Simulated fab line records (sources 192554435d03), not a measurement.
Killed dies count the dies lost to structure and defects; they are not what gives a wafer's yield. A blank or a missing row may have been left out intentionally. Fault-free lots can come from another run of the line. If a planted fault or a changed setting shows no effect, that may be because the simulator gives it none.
Chamber matching || flow n5Finfet || 4 sister chambers for N5_BEOL_M9_CMP_52 on cmp-04
The step polishes, stops on SiCOH lowk, t overpolish 7 s, target thk 140 nm. 4 wafers are shown with their chamber, then 8 later ones without.

## WAFERS PAIRED WITH THEIR CHAMBERS
{"wafer": "L084.4", "chamber": 3, "motorCurrentA (A)": 6.5}
{"wafer": "L089.1", "chamber": 0, "motorCurrentA (A)": 5.9}
{"wafer": "L089.3", "chamber": 1, "motorCurrentA (A)": 6.3}
{"wafer": "L088.1", "chamber": 2, "motorCurrentA (A)": 7.0}

## WAFERS MISSING THEIR CHAMBER
{"wafer": "L088.4", "motorCurrentA (A)": 6.2}
{"wafer": "L088.6", "motorCurrentA (A)": 5.7}
{"wafer": "L094.2", "motorCurrentA (A)": 6.4}
{"wafer": "L094.3", "motorCurrentA (A)": 6.5}
{"wafer": "L094.6", "motorCurrentA (A)": 6.7}
{"wafer": "L095.2", "motorCurrentA (A)": 6.3}
{"wafer": "L095.3", "motorCurrentA (A)": 5.8}
{"wafer": "L095.4", "motorCurrentA (A)": 6.3}

## WHICH CHAMBER EACH WENT THROUGH
{"wafer": "L088.4", "from the rows above": "can't be placed: 1 or 0 or 3", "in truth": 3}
{"wafer": "L088.6", "from the rows above": 0, "in truth": 0}
{"wafer": "L094.2", "from the rows above": "can't be placed: 3 or 1", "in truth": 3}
{"wafer": "L094.3", "from the rows above": "can't be placed: 3 or 1", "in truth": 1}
{"wafer": "L094.6", "from the rows above": "can't be placed: 3 or 2 or 1", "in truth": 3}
{"wafer": "L095.2", "from the rows above": "can't be placed: 1 or 3", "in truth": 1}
{"wafer": "L095.3", "from the rows above": 0, "in truth": 0}
{"wafer": "L095.4", "from the rows above": "can't be placed: 1 or 3", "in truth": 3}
2 of 8 placed correctly. These rows do not allow placing 6 (true chamber among the candidates in 6). Placed wrongly: 0.
How it was worked out, from the rows above alone: a wafer's distance from a chamber is the root of the sum, over the readings, of the square of ((its reading less the chamber's mean) divided by the reading's scatter). The wafer belongs to the nearest chamber; if the next one is less than 2 further off, it can't be placed. A chamber's mean is the mean of its shown wafers. The scatter: with one shown wafer a chamber, the root of the mean of the squares of how far each hidden wafer lies from its nearest shown one.
